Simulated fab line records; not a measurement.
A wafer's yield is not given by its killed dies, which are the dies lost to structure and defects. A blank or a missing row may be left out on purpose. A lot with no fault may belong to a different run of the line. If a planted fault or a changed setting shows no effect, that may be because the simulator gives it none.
Split-lot experiment / flow n5_finfet / 21 wafers read from 7 lots, route of 1938 steps

== SPLIT DETAILS ==
At N5_MOL_CONTACT_COAG_ETCH_124 (etches SiNx in CH3F/O2, stops on SiOC, target depth 6.5 nm), the setting bias_w was moved away from the recipe's 73 W on 8 of the 21 wafers read, by -17.2% to -7.4%. All remaining wafers had this setting at the recipe value.

The reading comes from the split's own step.

== THE READING ==
rf_vpp_V, in V, at N5_MOL_CONTACT_COAG_ETCH_124 (etches SiNx in CH3F/O2, stops on SiOC, target depth 6.5 nm). On this fab line, fault-free wafers typically give 298 V with a standard deviation of 5.8 V.

wafer=L078.2; tool, chamber at the split=rie_diel-06, 0; bias_w as run, W=73; against the recipe=recipe; rf_vpp_V, V=296; against lot-mates on the recipe=-
wafer=L078.3; tool, chamber at the split=rie_diel-06, 3; bias_w as run, W=73; against the recipe=recipe; rf_vpp_V, V=305; against lot-mates on the recipe=-
wafer=L078.6; tool, chamber at the split=rie_diel-06, 2; bias_w as run, W=73; against the recipe=recipe; rf_vpp_V, V=301; against lot-mates on the recipe=-
wafer=L079.1; tool, chamber at the split=rie_diel-01, 3; bias_w as run, W=73; against the recipe=recipe; rf_vpp_V, V=301; against lot-mates on the recipe=-
wafer=L079.3; tool, chamber at the split=rie_diel-01, 1; bias_w as run, W=73; against the recipe=recipe; rf_vpp_V, V=296; against lot-mates on the recipe=-
wafer=L079.4; tool, chamber at the split=rie_diel-01, 2; bias_w as run, W=73; against the recipe=recipe; rf_vpp_V, V=306; against lot-mates on the recipe=-
wafer=L084.3; tool, chamber at the split=rie_diel-06, 1; bias_w as run, W=73; against the recipe=recipe; rf_vpp_V, V=293; against lot-mates on the recipe=-
wafer=L084.4; tool, chamber at the split=rie_diel-06, 2; bias_w as run, W=73; against the recipe=recipe; rf_vpp_V, V=302; against lot-mates on the recipe=-
wafer=L084.5; tool, chamber at the split=rie_diel-06, 1; bias_w as run, W=73; against the recipe=recipe; rf_vpp_V, V=291; against lot-mates on the recipe=-
wafer=L085.3; tool, chamber at the split=rie_diel-05, 0; bias_w as run, W=73; against the recipe=recipe; rf_vpp_V, V=291; against lot-mates on the recipe=-
wafer=L085.4; tool, chamber at the split=rie_diel-05, 3; bias_w as run, W=61.98; against the recipe=-15.1%; rf_vpp_V, V=257; against lot-mates on the recipe=-34
wafer=L085.5; tool, chamber at the split=rie_diel-05, 1; bias_w as run, W=61.98; against the recipe=-15.1%; rf_vpp_V, V=267; against lot-mates on the recipe=-24
wafer=L088.1; tool, chamber at the split=rie_diel-01, 0; bias_w as run, W=67.63; against the recipe=-7.4%; rf_vpp_V, V=272; against lot-mates on the recipe=-24
wafer=L088.3; tool, chamber at the split=rie_diel-01, 1; bias_w as run, W=73; against the recipe=recipe; rf_vpp_V, V=296; against lot-mates on the recipe=-
wafer=L088.4; tool, chamber at the split=rie_diel-01, 3; bias_w as run, W=67.63; against the recipe=-7.4%; rf_vpp_V, V=282; against lot-mates on the recipe=-14
wafer=L091.2; tool, chamber at the split=rie_diel-01, 1; bias_w as run, W=66.8; against the recipe=-8.5%; rf_vpp_V, V=275; against lot-mates on the recipe=-14
wafer=L091.3; tool, chamber at the split=rie_diel-01, 0; bias_w as run, W=73; against the recipe=recipe; rf_vpp_V, V=289; against lot-mates on the recipe=-
wafer=L091.6; tool, chamber at the split=rie_diel-01, 0; bias_w as run, W=66.8; against the recipe=-8.5%; rf_vpp_V, V=271; against lot-mates on the recipe=-18
wafer=L097.2; tool, chamber at the split=rie_diel-05, 0; bias_w as run, W=60.45; against the recipe=-17.2%; rf_vpp_V, V=250; against lot-mates on the recipe=-53
wafer=L097.3; tool, chamber at the split=rie_diel-05, 1; bias_w as run, W=73; against the recipe=recipe; rf_vpp_V, V=303; against lot-mates on the recipe=-
wafer=L097.5; tool, chamber at the split=rie_diel-05, 3; bias_w as run, W=60.45; against the recipe=-17.2%; rf_vpp_V, V=253; against lot-mates on the recipe=-50

FIT RESULTS
A straight line over all 21 wafers: rf_vpp_V changes by +2.59 V for each +1% of bias_w; r = +0.96; the points scatter about the line by 5.4 V.
The same after taking each lot's own level away (the mean of its wafers on the recipe; 21 wafers): +2.49 V for each +1%; r = +0.95; scatter 5.7 V.
According to that fit, moving bias_w by its largest amount changes the reading by 43 V.
The span of the lots' own levels, 289.0 to 303.0 V, comes to 2.4 times the standard deviation stated above.
The two slopes agree, so the slope changes little with the lot-to-lot level.
Check: -39.2 V against its lot-mates is what the line predicts for one of the wafers moved furthest among these (-17.2%) when that wafer is left out of the fit. Against them it came out at -53 V.
Tool readings at the split's step, against how far the setting was moved: rf_vpp_V r = +0.96.

== FURTHER SPLITS ON THESE WAFERS ==
These wafers also went through other splits before the reading. Each is held against what the fit with the lots' levels taken away leaves over:
other split on the same wafers=N5_SD_EPI_N_ETCH_16 target_depth_a; wafers away from the commonest value=5; r with rf_vpp_V (lot level and that fit taken away)=-0.38
other split on the same wafers=N5_SD_EPI_N_EPI_21 temp_c; wafers away from the commonest value=5; r with rf_vpp_V (lot level and that fit taken away)=+0.20
other split on the same wafers=N5_HKMG_FIN_ETCH_54 source_w; wafers away from the commonest value=6; r with rf_vpp_V (lot level and that fit taken away)=+0.25
other split on the same wafers=N5_HKMG_FIN_ETCH_55 bias_w; wafers away from the commonest value=7; r with rf_vpp_V (lot level and that fit taken away)=+0.06
other split on the same wafers=N5_GATE_CUT_ALD_22 ald_cycles; wafers away from the commonest value=9; r with rf_vpp_V (lot level and that fit taken away)=+0.10
other split on the same wafers=N5_GATE_CUT_CMP_23 platen_rpm; wafers away from the commonest value=9; r with rf_vpp_V (lot level and that fit taken away)=+0.11
other split on the same wafers=N5_MOL_CONTACT_COAG_SPUTTER_130 power_w; wafers away from the commonest value=7; r with rf_vpp_V (lot level and that fit taken away)=-0.01
other split on the same wafers=N5_MOL_CONTACT_COAG_PECVD_31 temp_c; wafers away from the commonest value=12; r with rf_vpp_V (lot level and that fit taken away)=-0.27
other split on the same wafers=N5_MOL_CONTACT_COAG_VIA_ETCH_117 bias_w; wafers away from the commonest value=3; r with rf_vpp_V (lot level and that fit taken away)=-0.53

== FILE'S OWN FIT ==
rf_vpp_V changes by +2.48 V for each +1% of bias_w, r = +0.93.
